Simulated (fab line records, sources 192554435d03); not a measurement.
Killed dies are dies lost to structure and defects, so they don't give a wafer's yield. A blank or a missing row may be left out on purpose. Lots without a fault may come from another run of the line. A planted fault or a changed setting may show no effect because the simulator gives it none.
One fault seen from 3 desks | flow n5_finfet | each desk has only its own numbers; what lay behind them comes last

THE METROLOGY DESK
What the gauges read, lot by lot, whatever tool the lot ran on: means of the sampled wafers that have a number. A lot is out of limits, marked OUT, if its mean lies more than 4 standard deviations from the usual mean; the brackets give that distance. Of its 10 readings 7 are shown: those that lie furthest out on some lot.
Columns: A = DIBL_N at N5_BEOL_M4_RC_MEAS_101, usual 36.2 mV/V; B = DIBL_P at N5_BEOL_M4_RC_MEAS_101, usual 36.5 mV/V; C = IOFF_P at N5_BEOL_M4_RC_MEAS_101, usual 0.22 nA/um; D = ION_N at N5_BEOL_M4_RC_MEAS_101, usual 675 uA/um; E = ION_P at N5_BEOL_M4_RC_MEAS_101, usual 463 uA/um; F = SS_P at N5_BEOL_M4_RC_MEAS_101, usual 73.4 mV/dec; G = VT_P at N5_BEOL_M4_RC_MEAS_101, usual -250 mV
lot  | first seen here | A    | B    | C    | D   | E   | F    | G
L219 | day 7 17:24     | 34.8 | 35.5 | 0.21 | 672 | 461 | 73.0 | -250
L222 | day 8 07:55     | 37.4 | 37.8 | 0.22 | 674 | 459 | 74.2 | -252
L226 | day 9 22:13     | 37.2 | 38.1 | 0.22 | 689 | 475 | 73.3 | -250
L227 | day 10 02:07    | 33.2 | 32.6 | 0.15 | 660 | 447 | 72.6 | -257
L233 | day 11 16:50    | 36.1 | 37.2 | 0.19 | 678 | 465 | 73.5 | -253
L234 | day 12 10:34    | 39.0 | 37.9 | 0.23 | 682 | 462 | 74.5 | -250
L239 | day 12 22:52    | 36.1 | 36.8 | 0.25 | 679 | 469 | 73.8 | -247
L240 | day 13 01:31    | 37.5 | 39.6 | 0.23 | 672 | 458 | 73.6 | -251
L242 | day 14 09:05    | 34.3 | 35.6 | 0.20 | 675 | 460 | 73.3 | -251
This desk's finding: nothing out of limits on any of the 9 lots.

THE DEFECT DESK
What the inspections along the route counted, lot by lot: means of the sampled wafers that have a number. A lot is out of limits, marked OUT, if its mean lies more than 4 standard deviations from the usual mean; the brackets give that distance.
Columns: A = raw_defect_count at N5_BEOL_M4_INSPECT_59, usual 69; B = raw_defect_count at N5_BEOL_M5_INSPECT_13, usual 429; C = raw_defect_count at N5_BEOL_M5_INSPECT_30, usual 433
lot  | first seen here | A             | B              | C
L219 | day 7 17:23     | 104           | 567            | 601
L222 | day 8 07:34     | 56            | 443            | 405
L226 | day 9 22:11     | 470 (+15) OUT | 951 (+4.7) OUT | 940 (+4.6) OUT
L227 | day 10 02:05    | 442 (+14) OUT | 743            | 701
L233 | day 11 16:49    | 97            | 539            | 526
L234 | day 12 10:05    | 68            | 358            | 369
L239 | day 12 22:41    | 67            | 536            | 555
L240 | day 13 01:01    | 58            | 351            | 355
L242 | day 14 08:55    | 52            | 478            | 482
This desk's finding: out of limits on L226, L227; first on L226, day 9 22:11 (raw_defect_count at N5_BEOL_M4_INSPECT_59). In limits: L219, L222, L233, L234, L239, L240, L242.

THE TOOL OWNER'S DESK: pecvd-01
The tool's own readings at N5_BEOL_M4_DEP_57 (deposits SiCN from 3MS/NH3, target thk 8 nm, time 14 s): means of the sampled wafers that have a number, for each lot that ran on this tool. A lot is out of limits, marked OUT, if its mean lies more than 4 standard deviations from the usual mean; the brackets give that distance.
Columns: A = showerhead_plenum_p_Torr at N5_BEOL_M4_DEP_57, usual 3.672 Torr; B = throttle_valve_pct at N5_BEOL_M4_DEP_57, usual 8.9 %
lot  | first seen here | A     | B
L219 | day 7 17:17     | 3.670 | 8.8
L222 | day 8 07:29     | 3.667 | 8.8
L226 | day 9 22:05     | 3.674 | 8.9
L227 | day 10 02:00    | 3.674 | 9.0
L242 | day 14 08:49    | 3.672 | 8.8
This desk's finding: nothing out of limits on any of the 5 lots.

PUT TOGETHER
The defect desk could have raised an alarm at day 9 22:11, on L226, L227.
The metrology desk saw nothing out of limits.
The tool owner's desk saw nothing out of limits.
The metrology desk has L226, L227 on record, within its limits.
The tool owner's desk has L226, L227 on record, within its limits.
Of the lots named, all ran N5_BEOL_M4_DEP_57 on pecvd-01.

WHAT THE SIMULATOR HAD PUT IN
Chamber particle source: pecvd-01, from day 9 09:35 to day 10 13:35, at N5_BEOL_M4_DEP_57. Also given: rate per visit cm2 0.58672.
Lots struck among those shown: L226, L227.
Hours from the fault's start to each desk's first reading out of limits: the defect desk, 13.
